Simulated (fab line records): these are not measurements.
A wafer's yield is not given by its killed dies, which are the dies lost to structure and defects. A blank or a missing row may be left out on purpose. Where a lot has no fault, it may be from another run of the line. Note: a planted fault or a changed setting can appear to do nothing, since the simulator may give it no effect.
Chamber matching | flow nand-harc | NHARC_A_M1_DESCUM_14 on rie-diel-02 has 4 sister chambers
The step chemistry O2, time 3 s. 16 wafers are shown with their chamber, then 8 later ones without.

## WAFERS, EACH WITH ITS CHAMBER
wafer  | chamber | drypump-motor-current-A (A) | oes-product-au (a.u.) | rf-vpp-V (V)
L079.1 | 1       | 5.2                         | 0.971                 | 55.4
L079.5 | 1       | 5.2                         | 0.966                 | 57.7
L079.6 | 0       | 5.7                         | 0.972                 | 57.0
L083.1 | 2       | 6.5                         | 0.988                 | 59.0
L083.2 | 3       | 5.1                         | 0.969                 | 56.9
L083.6 | 2       | 6.5                         | 0.993                 | 56.3
L085.2 | 0       | 5.6                         | 0.970                 | 57.5
L085.3 | 3       | 5.1                         | 0.970                 | 57.3
L085.6 | 3       | 5.1                         | 0.971                 | 57.5
L089.1 | 0       | 5.6                         | 0.984                 | 56.6
L089.3 | 3       | 5.1                         | 0.979                 | 57.3
L089.4 | 2       | 6.5                         | 1.000                 | 56.5
L091.4 | 3       | 5.1                         | 0.972                 | 56.9
L091.5 | 2       | 6.5                         | 1.000                 | 56.6
L091.6 | 0       | 5.7                         | 0.974                 | 56.7
L093.1 | 3       | 5.1                         | 0.984                 | 57.0

SIGNATURES (averages over the wafers above)
reading                 | chamber 0 | chamber 1 | chamber 2 | chamber 3 | scatter within a chamber
drypump-motor-current-A | 5.650     | 5.200     | 6.500     | 5.100     | 0.0289
oes-product-au          | 0.97500   | 0.96850   | 0.99525   | 0.97417   | 0.00585
rf-vpp-V                | 56.950    | 56.550    | 57.100    | 57.150    | 0.832
Rule: for each reading, subtract the chamber's mean from the wafer's reading, divide by that reading's scatter and square the result; add these up over the readings and take the root, which gives the wafer's distance from the chamber. If the next closest chamber is less than 2 further off than the closest, the wafer can't be placed; otherwise it belongs to the closest. The scatter is the square root of a quotient: the sum, over the shown wafers, of each reading's squared deviation from its chamber's mean, divided by wafers minus chambers.

## WAFERS WITH NO CHAMBER GIVEN
wafer  | drypump-motor-current-A (A) | oes-product-au (a.u.) | rf-vpp-V (V)
L093.3 | 5.2                         | 1.007                 | 58.1
L093.4 | 5.7                         | 0.996                 | 57.6
L097.1 | 6.4                         | 0.993                 | 58.9
L097.3 | 5.1                         | 0.999                 | 57.6
L097.6 | 6.4                         | 0.988                 | 56.7
L096.1 | 5.2                         | 0.985                 | 57.0
L096.2 | 5.7                         | 1.004                 | 58.2
L096.4 | 6.4                         | 0.983                 | 57.3

## CHAMBER TAKEN BY EACH
wafer  | from the rows above     | in truth
L093.3 | can't be placed: 3 or 1 | 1
L093.4 | 0                       | 0
L097.1 | 2                       | 2
L097.3 | 3                       | 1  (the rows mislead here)
L097.6 | 2                       | 2
L096.1 | can't be placed: 1 or 3 | 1
L096.2 | 0                       | 0
L096.4 | 2                       | 2
5 of 8 placed correctly. Unplaceable from these rows: 2, with the true chamber sitting among the candidates in 2. Placed wrongly: 1.
